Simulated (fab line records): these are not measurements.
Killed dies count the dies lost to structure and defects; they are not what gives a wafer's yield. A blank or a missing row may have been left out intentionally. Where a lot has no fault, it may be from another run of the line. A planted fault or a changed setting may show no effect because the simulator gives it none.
What tool caused it? || flow n5-finfet || 9 lots with 27 wafers sampled at 5 steps, on a route of 1938 steps

## WHAT THE GAUGES SHOWED, per wafer
N5_BEOL_M4_RC_MEAS_101. Usual: DIBL_N 36.4 mV/V, standard deviation 1.3; DIBL_P 36.5 mV/V, standard deviation 1.7; IOFF_N 0.154 nA/um, standard deviation 0.022; IOFF_N_85C 3.0 nA/um, standard deviation 0.36; IOFF_N_LIN 0.072 nA/um, standard deviation 0.0083; IOFF_N_LONG 5.4e-05 nA/um, standard deviation 2.5e-06; IOFF_P 0.202 nA/um, standard deviation 0.025; IOFF_P_85C 3.5 nA/um, standard deviation 0.35; IOFF_P_LIN 0.095 nA/um, standard deviation 0.0097; ION_N 671 uA/um, standard deviation 9.8; ION_P 460 uA/um, standard deviation 6.8; SS_N 71.6 mV/dec, standard deviation 0.54; SS_P 73.4 mV/dec, standard deviation 0.58; VT_N 250.9 mV, standard deviation 2.8; VT_N_LONG 275.5 mV, standard deviation 1.9; VT_N_LVT 99.2 mV, standard deviation 2.8; VT_P -251.4 mV, standard deviation 2.7.
{"lot": "L520", "measured": "day 8 14:12", "on": "prober-02", "DIBL_N (mV/V)": "39.3 36.8 35.7", "DIBL_P (mV/V)": "38.5 36.2 34.4", "IOFF_N (nA/um)": "0.174 0.132 0.116", "IOFF_N_85C (nA/um)": "3.4 2.7 2.4", "IOFF_N_LIN (nA/um)": "0.075 0.063 0.056", "IOFF_N_LONG (nA/um)": "4.83e-05 4.8e-05 4.86e-05", "IOFF_P (nA/um)": "0.185 0.155 0.142", "IOFF_P_85C (nA/um)": "3.4 2.9 2.7", "IOFF_P_LIN (nA/um)": "0.084 0.075 0.070", "ION_N (uA/um)": "669 662 657", "ION_P (uA/um)": "447 446 444", "SS_N (mV/dec)": "72.4 71.7 71.4", "SS_P (mV/dec)": "74.5 72.9 73.5", "VT_N (mV)": "252.2 253.1 258.6", "VT_N_LONG (mV)": "280.6 276.8 278.4", "VT_N_LVT (mV)": "98.4 103.0 105.1", "VT_P (mV)": "-256.8 -256.9 -256.9", "flag": ""}
{"lot": "L523", "measured": "day 9 13:07", "on": "prober-02", "DIBL_N (mV/V)": "37.8 36.2 36.0", "DIBL_P (mV/V)": "37.6 35.6 35.5", "IOFF_N (nA/um)": "0.182 0.152 0.147", "IOFF_N_85C (nA/um)": "3.5 3.0 2.9", "IOFF_N_LIN (nA/um)": "0.082 0.072 0.070", "IOFF_N_LONG (nA/um)": "5.84e-05 5.84e-05 5.74e-05", "IOFF_P (nA/um)": "0.234 0.199 0.197", "IOFF_P_85C (nA/um)": "3.9 3.4 3.4", "IOFF_P_LIN (nA/um)": "0.106 0.093 0.094", "ION_N (uA/um)": "680 684 681", "ION_P (uA/um)": "470 466 466", "SS_N (mV/dec)": "71.4 70.8 71.3", "SS_P (mV/dec)": "73.9 73.4 73.8", "VT_N (mV)": "247.4 249.2 248.4", "VT_N_LONG (mV)": "272.6 274.1 271.9", "VT_N_LVT (mV)": "93.9 96.2 96.3", "VT_P (mV)": "-247.5 -249.2 -248.3", "flag": ""}
{"lot": "L524", "measured": "day 10 04:04", "on": "prober-02", "DIBL_N (mV/V)": "35.0 38.4 35.1", "DIBL_P (mV/V)": "35.0 39.7 34.2", "IOFF_N (nA/um)": "0.147 0.241 0.147", "IOFF_N_85C (nA/um)": "2.9 4.4 2.9", "IOFF_N_LIN (nA/um)": "0.069 0.109 0.068", "IOFF_N_LONG (nA/um)": "5.62e-05 6.24e-05 5.62e-05", "IOFF_P (nA/um)": "0.186 0.272 0.174", "IOFF_P_85C (nA/um)": "3.3 4.6 3.1", "IOFF_P_LIN (nA/um)": "0.091 0.130 0.086", "ION_N (uA/um)": "666 699 666", "ION_P (uA/um)": "460 475 449", "SS_N (mV/dec)": "71.6 71.8 71.5", "SS_P (mV/dec)": "73.4 74.1 73.8", "VT_N (mV)": "252.3 243.0 252.8", "VT_N_LONG (mV)": "276.1 269.9 273.1", "VT_N_LVT (mV)": "99.2 90.3 98.4", "VT_P (mV)": "-252.5 -249.3 -252.6", "flag": ""}
{"lot": "L526", "measured": "day 10 08:23", "on": "prober-01", "DIBL_N (mV/V)": "36.8 34.7 38.5", "DIBL_P (mV/V)": "37.6 35.0 40.1", "IOFF_N (nA/um)": "0.163 0.129 0.212", "IOFF_N_85C (nA/um)": "3.2 2.6 3.9", "IOFF_N_LIN (nA/um)": "0.076 0.062 0.102", "IOFF_N_LONG (nA/um)": "5.51e-05 5.65e-05 6.33e-05", "IOFF_P (nA/um)": "0.205 0.174 0.258", "IOFF_P_85C (nA/um)": "3.6 3.2 4.4", "IOFF_P_LIN (nA/um)": "0.096 0.085 0.123", "ION_N (uA/um)": "674 655 691", "ION_P (uA/um)": "460 453 477", "SS_N (mV/dec)": "71.6 71.5 72.3", "SS_P (mV/dec)": "73.1 73.2 74.1", "VT_N (mV)": "249.0 253.7 244.0", "VT_N_LONG (mV)": "272.9 272.9 270.5", "VT_N_LVT (mV)": "97.4 100.9 92.3", "VT_P (mV)": "-249.7 -253.0 -246.4", "flag": ""}
{"lot": "L530", "measured": "day 10 14:43", "on": "prober-02", "DIBL_N (mV/V)": "36.2 35.1 34.2", "DIBL_P (mV/V)": "36.7 35.4 33.9", "IOFF_N (nA/um)": "0.164 0.143 0.132", "IOFF_N_85C (nA/um)": "3.1 2.9 2.7", "IOFF_N_LIN (nA/um)": "0.076 0.068 0.064", "IOFF_N_LONG (nA/um)": "5.48e-05 5.48e-05 5.52e-05", "IOFF_P (nA/um)": "0.205 0.187 0.176", "IOFF_P_85C (nA/um)": "3.6 3.3 3.1", "IOFF_P_LIN (nA/um)": "0.095 0.090 0.086", "ION_N (uA/um)": "681 671 671", "ION_P (uA/um)": "464 459 458", "SS_N (mV/dec)": "71.7 71.8 71.3", "SS_P (mV/dec)": "72.6 72.5 72.5", "VT_N (mV)": "250.9 252.5 251.3", "VT_N_LONG (mV)": "274.1 274.8 273.9", "VT_N_LVT (mV)": "96.6 98.9 99.4", "VT_P (mV)": "-250.8 -251.6 -253.4", "flag": ""}
{"lot": "L534", "measured": "day 12 04:25", "on": "prober-01", "DIBL_N (mV/V)": "34.8 35.5 36.8", "DIBL_P (mV/V)": "34.5 35.5 36.3", "IOFF_N (nA/um)": "0.125 0.136 0.145", "IOFF_N_85C (nA/um)": "2.5 2.7 2.8", "IOFF_N_LIN (nA/um)": "0.059 0.064 0.067", "IOFF_N_LONG (nA/um)": "5.01e-05 4.99e-05 4.96e-05", "IOFF_P (nA/um)": "0.172 0.194 0.209", "IOFF_P_85C (nA/um)": "3.1 3.4 3.6", "IOFF_P_LIN (nA/um)": "0.083 0.090 0.095", "ION_N (uA/um)": "655 660 659", "ION_P (uA/um)": "449 458 458", "SS_N (mV/dec)": "71.9 71.4 71.2", "SS_P (mV/dec)": "72.9 73.9 73.0", "VT_N (mV)": "256.1 254.0 250.3", "VT_N_LONG (mV)": "278.7 278.4 279.0", "VT_N_LVT (mV)": "104.8 102.3 102.2", "VT_P (mV)": "-255.7 -254.8 -253.4", "flag": ""}
{"lot": "L536", "measured": "day 12 18:36", "on": "prober-01", "DIBL_N (mV/V)": "35.8 38.0 36.2", "DIBL_P (mV/V)": "35.5 37.1 35.9", "IOFF_N (nA/um)": "0.135 0.161 0.139", "IOFF_N_85C (nA/um)": "2.7 3.1 2.8", "IOFF_N_LIN (nA/um)": "0.065 0.073 0.063", "IOFF_N_LONG (nA/um)": "5.3e-05 5.46e-05 5.29e-05", "IOFF_P (nA/um)": "0.225 0.260 0.243", "IOFF_P_85C (nA/um)": "3.8 4.3 4.0", "IOFF_P_LIN (nA/um)": "0.108 0.118 0.111", "ION_N (uA/um)": "662 656 655", "ION_P (uA/um)": "466 461 458", "SS_N (mV/dec)": "70.9 72.7 71.7", "SS_P (mV/dec)": "73.0 73.9 73.3", "VT_N (mV)": "253.4 249.9 252.5", "VT_N_LONG (mV)": "275.7 275.1 277.9", "VT_N_LVT (mV)": "102.1 100.8 103.4", "VT_P (mV)": "-250.0 -247.8 -245.9", "flag": ""}
{"lot": "L538", "measured": "day 12 23:37", "on": "prober-02", "DIBL_N (mV/V)": "38.7 37.7 38.3", "DIBL_P (mV/V)": "40.7 40.3 41.4", "IOFF_N (nA/um)": "0.203 0.184 0.213", "IOFF_N_85C (nA/um)": "3.8 3.5 4.0", "IOFF_N_LIN (nA/um)": "0.086 0.080 0.090", "IOFF_N_LONG (nA/um)": "5.22e-05 5.27e-05 5.22e-05", "IOFF_P (nA/um)": "0.250 0.238 0.267", "IOFF_P_85C (nA/um)": "4.1 3.9 4.4", "IOFF_P_LIN (nA/um)": "0.114 0.109 0.118", "ION_N (uA/um)": "671 675 679", "ION_P (uA/um)": "462 457 461", "SS_N (mV/dec)": "73.0 72.1 72.4", "SS_P (mV/dec)": "74.1 74.4 73.9", "VT_N (mV)": "248.8 249.9 248.1", "VT_N_LONG (mV)": "276.8 276.3 275.7", "VT_N_LVT (mV)": "99.6 100.3 97.0", "VT_P (mV)": "-248.9 -249.7 -247.8", "flag": ""}
{"lot": "L540", "measured": "day 13 17:35", "on": "prober-01", "DIBL_N (mV/V)": "36.1 37.4 37.3", "DIBL_P (mV/V)": "37.4 38.9 38.9", "IOFF_N (nA/um)": "0.157 0.189 0.187", "IOFF_N_85C (nA/um)": "3.1 3.6 3.6", "IOFF_N_LIN (nA/um)": "0.075 0.087 0.085", "IOFF_N_LONG (nA/um)": "5.65e-05 5.62e-05 5.55e-05", "IOFF_P (nA/um)": "0.192 0.220 0.211", "IOFF_P_85C (nA/um)": "3.4 3.8 3.6", "IOFF_P_LIN (nA/um)": "0.092 0.101 0.098", "ION_N (uA/um)": "677 685 669", "ION_P (uA/um)": "453 465 455", "SS_N (mV/dec)": "71.5 71.6 71.8", "SS_P (mV/dec)": "73.3 74.2 73.7", "VT_N (mV)": "247.4 245.6 248.7", "VT_N_LONG (mV)": "276.2 273.4 275.0", "VT_N_LVT (mV)": "98.3 94.9 96.7", "VT_P (mV)": "-252.0 -250.3 -251.6", "flag": ""}

## WHAT TOOL EACH LOT RAN ON (gives the tool, then ch and the chambers of the sampled wafers, and finally the start)
{"lot": "L520", "N5_STI_FIN_REVEAL_OXIDATION_31": "plasma-asher-01 ch 0,1, day 3 07:40", "N5_BEOL_M4_ANNEAL_87": "pvd-sputter-02, day 8 11:44", "N5_BEOL_M4_SPUTTER_88": "pvd-sputter-02, day 8 11:53", "N5_BEOL_M4_SPUTTER_90": "pvd-sputter-02, day 8 12:06"}
{"lot": "L523", "N5_STI_FIN_REVEAL_OXIDATION_31": "plasma-asher-02 ch 0,1, day 4 03:15", "N5_BEOL_M4_ANNEAL_87": "pvd-sputter-01, day 9 10:39", "N5_BEOL_M4_SPUTTER_88": "pvd-sputter-01, day 9 10:47", "N5_BEOL_M4_SPUTTER_90": "pvd-sputter-01, day 9 11:01"}
{"lot": "L524", "N5_STI_FIN_REVEAL_OXIDATION_31": "plasma-asher-02 ch 0,1, day 4 05:51", "N5_BEOL_M4_ANNEAL_87": "pvd-sputter-01, day 10 01:34", "N5_BEOL_M4_SPUTTER_88": "pvd-sputter-01, day 10 01:43", "N5_BEOL_M4_SPUTTER_90": "pvd-sputter-01, day 10 01:58"}
{"lot": "L526", "N5_STI_FIN_REVEAL_OXIDATION_31": "plasma-asher-02 ch 0,1, day 4 17:23", "N5_BEOL_M4_ANNEAL_87": "pvd-sputter-03, day 10 06:07", "N5_BEOL_M4_SPUTTER_88": "pvd-sputter-03, day 10 06:16", "N5_BEOL_M4_SPUTTER_90": "pvd-sputter-03, day 10 06:29"}
{"lot": "L530", "N5_STI_FIN_REVEAL_OXIDATION_31": "plasma-asher-01 ch 0,1, day 5 19:09", "N5_BEOL_M4_ANNEAL_87": "pvd-sputter-01, day 10 12:23", "N5_BEOL_M4_SPUTTER_88": "pvd-sputter-01, day 10 12:31", "N5_BEOL_M4_SPUTTER_90": "pvd-sputter-01, day 10 12:44"}
{"lot": "L534", "N5_STI_FIN_REVEAL_OXIDATION_31": "plasma-asher-01 ch 0,1, day 6 18:37", "N5_BEOL_M4_ANNEAL_87": "pvd-sputter-01, day 12 02:09", "N5_BEOL_M4_SPUTTER_88": "pvd-sputter-01, day 12 02:17", "N5_BEOL_M4_SPUTTER_90": "pvd-sputter-01, day 12 02:31"}
{"lot": "L536", "N5_STI_FIN_REVEAL_OXIDATION_31": "plasma-asher-02 ch 1, day 7 05:47", "N5_BEOL_M4_ANNEAL_87": "pvd-sputter-01, day 12 16:24", "N5_BEOL_M4_SPUTTER_88": "pvd-sputter-01, day 12 16:32", "N5_BEOL_M4_SPUTTER_90": "pvd-sputter-01, day 12 16:46"}
{"lot": "L538", "N5_STI_FIN_REVEAL_OXIDATION_31": "plasma-asher-02 ch 0,1, day 7 18:50", "N5_BEOL_M4_ANNEAL_87": "pvd-sputter-03, day 12 21:11", "N5_BEOL_M4_SPUTTER_88": "pvd-sputter-03, day 12 21:19", "N5_BEOL_M4_SPUTTER_90": "pvd-sputter-03, day 12 21:32"}
{"lot": "L540", "N5_STI_FIN_REVEAL_OXIDATION_31": "plasma-asher-01 ch 0,1, day 8 07:50", "N5_BEOL_M4_ANNEAL_87": "pvd-sputter-03, day 13 15:29", "N5_BEOL_M4_SPUTTER_88": "pvd-sputter-03, day 13 15:37", "N5_BEOL_M4_SPUTTER_90": "pvd-sputter-03, day 13 15:50"}
- N5_STI_FIN_REVEAL_OXIDATION_31: chemistry O2 PLASMA REMOTE, time 20 s.
- N5_BEOL_M4_ANNEAL_87: time 240 s.
- N5_BEOL_M4_SPUTTER_88: material Cu, target thk 4.5 nm, time 8.29 s.
- N5_BEOL_M4_SPUTTER_90: material Cu, target thk 4.5 nm, time 8.29 s.

## WHAT THE TOOLS THEMSELVES READ (means of the sampled wafers that have a number; where no wafer has one, the mark that the record gives instead)
N5_STI_FIN_REVEAL_OXIDATION_31. Usual: drypump-motor-current-A 5.6 A, standard deviation 0.4; heater-power-w 146 W, standard deviation 16; rf-fwd-power-W 1975 W, standard deviation 7.1.
{"lot": "L520", "tool": "plasma-asher-01", "drypump-motor-current-A (A)": 5.2, "heater-power-w (W)": 158, "rf-fwd-power-W (W)": 1976, "flag": ""}
{"lot": "L523", "tool": "plasma-asher-02", "drypump-motor-current-A (A)": 5.9, "heater-power-w (W)": 133, "rf-fwd-power-W (W)": 1976, "flag": ""}
{"lot": "L524", "tool": "plasma-asher-02", "drypump-motor-current-A (A)": 6.0, "heater-power-w (W)": 134, "rf-fwd-power-W (W)": 1970, "flag": ""}
{"lot": "L526", "tool": "plasma-asher-02", "drypump-motor-current-A (A)": 6.0, "heater-power-w (W)": 137, "rf-fwd-power-W (W)": 1964, "flag": ""}
{"lot": "L530", "tool": "plasma-asher-01", "drypump-motor-current-A (A)": 5.2, "heater-power-w (W)": 160, "rf-fwd-power-W (W)": 1979, "flag": ""}
{"lot": "L534", "tool": "plasma-asher-01", "drypump-motor-current-A (A)": 5.4, "heater-power-w (W)": 147, "rf-fwd-power-W (W)": 1979, "flag": ""}
{"lot": "L536", "tool": "plasma-asher-02", "drypump-motor-current-A (A)": 6.2, "heater-power-w (W)": 136, "rf-fwd-power-W (W)": 1970, "flag": ""}
{"lot": "L538", "tool": "plasma-asher-02", "drypump-motor-current-A (A)": 6.0, "heater-power-w (W)": 134, "rf-fwd-power-W (W)": 1967, "flag": ""}
{"lot": "L540", "tool": "plasma-asher-01", "drypump-motor-current-A (A)": 5.4, "heater-power-w (W)": 149, "rf-fwd-power-W (W)": 1976, "flag": ""}

N5_BEOL_M4_ANNEAL_87. Usual: heater-power-w 836 W, standard deviation 86.
{"lot": "L520", "tool": "pvd-sputter-02", "heater-power-w (W)": 817, "flag": ""}
{"lot": "L523", "tool": "pvd-sputter-01", "heater-power-w (W)": 877, "flag": ""}
{"lot": "L524", "tool": "pvd-sputter-01", "heater-power-w (W)": 841, "flag": ""}
{"lot": "L526", "tool": "pvd-sputter-03", "heater-power-w (W)": 801, "flag": ""}
{"lot": "L530", "tool": "pvd-sputter-01", "heater-power-w (W)": 959, "flag": ""}
{"lot": "L534", "tool": "pvd-sputter-01", "heater-power-w (W)": 893, "flag": ""}
{"lot": "L536", "tool": "pvd-sputter-01", "heater-power-w (W)": 849, "flag": ""}
{"lot": "L538", "tool": "pvd-sputter-03", "heater-power-w (W)": 886, "flag": ""}
{"lot": "L540", "tool": "pvd-sputter-03", "heater-power-w (W)": 810, "flag": ""}

N5_BEOL_M4_SPUTTER_88. Usual: chamber-pressure-pa 0.06999 Pa, standard deviation 0.00014; chuck-gas-flow-sccm 1.27 sccm, standard deviation 0.053; throttle-valve-pct 29.8 %, standard deviation 1.
{"lot": "L520", "tool": "pvd-sputter-02", "chamber-pressure-pa (Pa)": 0.07004, "chuck-gas-flow-sccm (sccm)": 1.30, "throttle-valve-pct (%)": 29.4, "flag": ""}
{"lot": "L523", "tool": "pvd-sputter-01", "chamber-pressure-pa (Pa)": 0.06994, "chuck-gas-flow-sccm (sccm)": 1.30, "throttle-valve-pct (%)": 29.4, "flag": ""}
{"lot": "L524", "tool": "pvd-sputter-01", "chamber-pressure-pa (Pa)": 0.07020, "chuck-gas-flow-sccm (sccm)": 1.26, "throttle-valve-pct (%)": 29.0, "flag": ""}
{"lot": "L526", "tool": "pvd-sputter-03", "chamber-pressure-pa (Pa)": 0.07000, "chuck-gas-flow-sccm (sccm)": 1.26, "throttle-valve-pct (%)": 30.1, "flag": ""}
{"lot": "L530", "tool": "pvd-sputter-01", "chamber-pressure-pa (Pa)": 0.06992, "chuck-gas-flow-sccm (sccm)": 1.31, "throttle-valve-pct (%)": 29.8, "flag": ""}
{"lot": "L534", "tool": "pvd-sputter-01", "chamber-pressure-pa (Pa)": 0.07001, "chuck-gas-flow-sccm (sccm)": 1.27, "throttle-valve-pct (%)": 29.4, "flag": ""}
{"lot": "L536", "tool": "pvd-sputter-01", "chamber-pressure-pa (Pa)": 0.06999, "chuck-gas-flow-sccm (sccm)": 1.30, "throttle-valve-pct (%)": 29.6, "flag": ""}
{"lot": "L538", "tool": "pvd-sputter-03", "chamber-pressure-pa (Pa)": 0.06995, "chuck-gas-flow-sccm (sccm)": 1.28, "throttle-valve-pct (%)": 30.8, "flag": ""}
{"lot": "L540", "tool": "pvd-sputter-03", "chamber-pressure-pa (Pa)": 0.07001, "chuck-gas-flow-sccm (sccm)": 1.25, "throttle-valve-pct (%)": 30.5, "flag": ""}

N5_BEOL_M4_SPUTTER_90. Usual: chamber-pressure-pa 0.07003 Pa, standard deviation 0.00015; chuck-gas-flow-sccm 1.27 sccm, standard deviation 0.053; throttle-valve-pct 29.7 %, standard deviation 1.
{"lot": "L520", "tool": "pvd-sputter-02", "chamber-pressure-pa (Pa)": 0.07009, "chuck-gas-flow-sccm (sccm)": 1.32, "throttle-valve-pct (%)": 29.3, "flag": ""}
{"lot": "L523", "tool": "pvd-sputter-01", "chamber-pressure-pa (Pa)": 0.07006, "chuck-gas-flow-sccm (sccm)": 1.29, "throttle-valve-pct (%)": 29.4, "flag": ""}
{"lot": "L524", "tool": "pvd-sputter-01", "chamber-pressure-pa (Pa)": 0.07011, "chuck-gas-flow-sccm (sccm)": 1.27, "throttle-valve-pct (%)": 28.9, "flag": ""}
{"lot": "L526", "tool": "pvd-sputter-03", "chamber-pressure-pa (Pa)": 0.07019, "chuck-gas-flow-sccm (sccm)": 1.24, "throttle-valve-pct (%)": 30.2, "flag": ""}
{"lot": "L530", "tool": "pvd-sputter-01", "chamber-pressure-pa (Pa)": 0.07002, "chuck-gas-flow-sccm (sccm)": 1.35, "throttle-valve-pct (%)": 30.0, "flag": ""}
{"lot": "L534", "tool": "pvd-sputter-01", "chamber-pressure-pa (Pa)": 0.07010, "chuck-gas-flow-sccm (sccm)": 1.29, "throttle-valve-pct (%)": 29.5, "flag": ""}
{"lot": "L536", "tool": "pvd-sputter-01", "chamber-pressure-pa (Pa)": 0.07005, "chuck-gas-flow-sccm (sccm)": 1.29, "throttle-valve-pct (%)": 29.6, "flag": ""}
{"lot": "L538", "tool": "pvd-sputter-03", "chamber-pressure-pa (Pa)": 0.06982, "chuck-gas-flow-sccm (sccm)": 1.28, "throttle-valve-pct (%)": 31.1, "flag": ""}
{"lot": "L540", "tool": "pvd-sputter-03", "chamber-pressure-pa (Pa)": 0.06997, "chuck-gas-flow-sccm (sccm)": 1.25, "throttle-valve-pct (%)": 30.6, "flag": ""}

## THE ANSWER, worked out from the rows above alone
Rule: take the mean of a lot's wafers that have a number; if it is more than 3 standard deviations from the usual mean, the lot is off. A lot without any number at a reading at which 4 lots or more have one is off too. All remaining lots with rows at the step are treated as sound. First the gauges in route order, then the tools' own readings, where a lot's mean is used as printed above. At the first step where some lot is off, the reading lying furthest off is the one used; lots without a number count as furthest.
No lot is off on any of the readings shown, so nothing can be concluded from this.

## WHAT THE SIMULATOR HAD PUT IN
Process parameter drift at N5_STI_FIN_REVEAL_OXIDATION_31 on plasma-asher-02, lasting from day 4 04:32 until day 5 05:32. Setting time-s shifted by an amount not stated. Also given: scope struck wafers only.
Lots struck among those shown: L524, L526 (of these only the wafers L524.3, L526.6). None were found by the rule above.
